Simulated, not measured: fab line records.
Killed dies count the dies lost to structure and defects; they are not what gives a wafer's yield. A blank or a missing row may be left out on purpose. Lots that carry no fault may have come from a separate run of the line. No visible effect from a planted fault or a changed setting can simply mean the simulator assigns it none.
Chamber matching || flow nandHarc || rieDiel-09 running NHARC_THIN_TSV_ETCH_44: 4 sister chambers
The step etches the open film in CF4/O2, target depth 1594.2 nm, time 797.1 s. 8 wafers are shown with their chamber, then 9 later ones without.

## WAFERS PAIRED WITH THEIR CHAMBERS
{"wafer": "L730.1", "chamber": 3, "drypumpMotorCurrentA (A)": 5.97, "rfVppV (V)": 788}
{"wafer": "L730.4", "chamber": 1, "drypumpMotorCurrentA (A)": 5.47, "rfVppV (V)": 788}
{"wafer": "L732.2", "chamber": 0, "drypumpMotorCurrentA (A)": 5.65, "rfVppV (V)": 795}
{"wafer": "L732.3", "chamber": 2, "drypumpMotorCurrentA (A)": 5.48, "rfVppV (V)": 786}
{"wafer": "L732.5", "chamber": 3, "drypumpMotorCurrentA (A)": 5.97, "rfVppV (V)": 788}
{"wafer": "L733.1", "chamber": 1, "drypumpMotorCurrentA (A)": 5.48, "rfVppV (V)": 787}
{"wafer": "L733.2", "chamber": 0, "drypumpMotorCurrentA (A)": 5.61, "rfVppV (V)": 794}
{"wafer": "L733.4", "chamber": 2, "drypumpMotorCurrentA (A)": 5.47, "rfVppV (V)": 786}

## WAFERS MISSING THEIR CHAMBER
{"wafer": "L741.1", "drypumpMotorCurrentA (A)": 5.49, "rfVppV (V)": 789}
{"wafer": "L741.2", "drypumpMotorCurrentA (A)": 5.49, "rfVppV (V)": 786}
{"wafer": "L741.6", "drypumpMotorCurrentA (A)": 5.48, "rfVppV (V)": 789}
{"wafer": "L743.1", "drypumpMotorCurrentA (A)": 5.99, "rfVppV (V)": 788}
{"wafer": "L743.4", "drypumpMotorCurrentA (A)": 5.65, "rfVppV (V)": 794}
{"wafer": "L743.5", "drypumpMotorCurrentA (A)": 5.52, "rfVppV (V)": 785}
{"wafer": "L746.4", "drypumpMotorCurrentA (A)": 5.99, "rfVppV (V)": 788}
{"wafer": "L746.5", "drypumpMotorCurrentA (A)": 5.49, "rfVppV (V)": 787}
{"wafer": "L746.6", "drypumpMotorCurrentA (A)": 5.49, "rfVppV (V)": 786}

## EACH ONE'S CHAMBER
{"wafer": "L741.1", "from the rows above": 1, "in truth": 1}
{"wafer": "L741.2", "from the rows above": 2, "in truth": 2}
{"wafer": "L741.6", "from the rows above": 1, "in truth": 1}
{"wafer": "L743.1", "from the rows above": 3, "in truth": 3}
{"wafer": "L743.4", "from the rows above": 0, "in truth": 0}
{"wafer": "L743.5", "from the rows above": 2, "in truth": 2}
{"wafer": "L746.4", "from the rows above": 3, "in truth": 3}
{"wafer": "L746.5", "from the rows above": "can't be placed: 1 or 2", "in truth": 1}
{"wafer": "L746.6", "from the rows above": 2, "in truth": 2}
Correct placement for 8 of the 9. These rows do not allow placing 1 (true chamber among the candidates in 1). Placed wrongly: 0.
How it was worked out, from the rows above alone: a wafer's distance from a chamber is the root of the sum, over the readings, of the square of ((its reading less the chamber's mean) divided by the reading's scatter). If the next closest chamber is less than 2 further off than the closest, the wafer can't be placed; otherwise it belongs to the closest. A chamber's mean is the mean of its shown wafers. The scatter: the root of (the sum of the squares of (reading less its chamber's mean) over the shown wafers, divided by (wafers less chambers)).
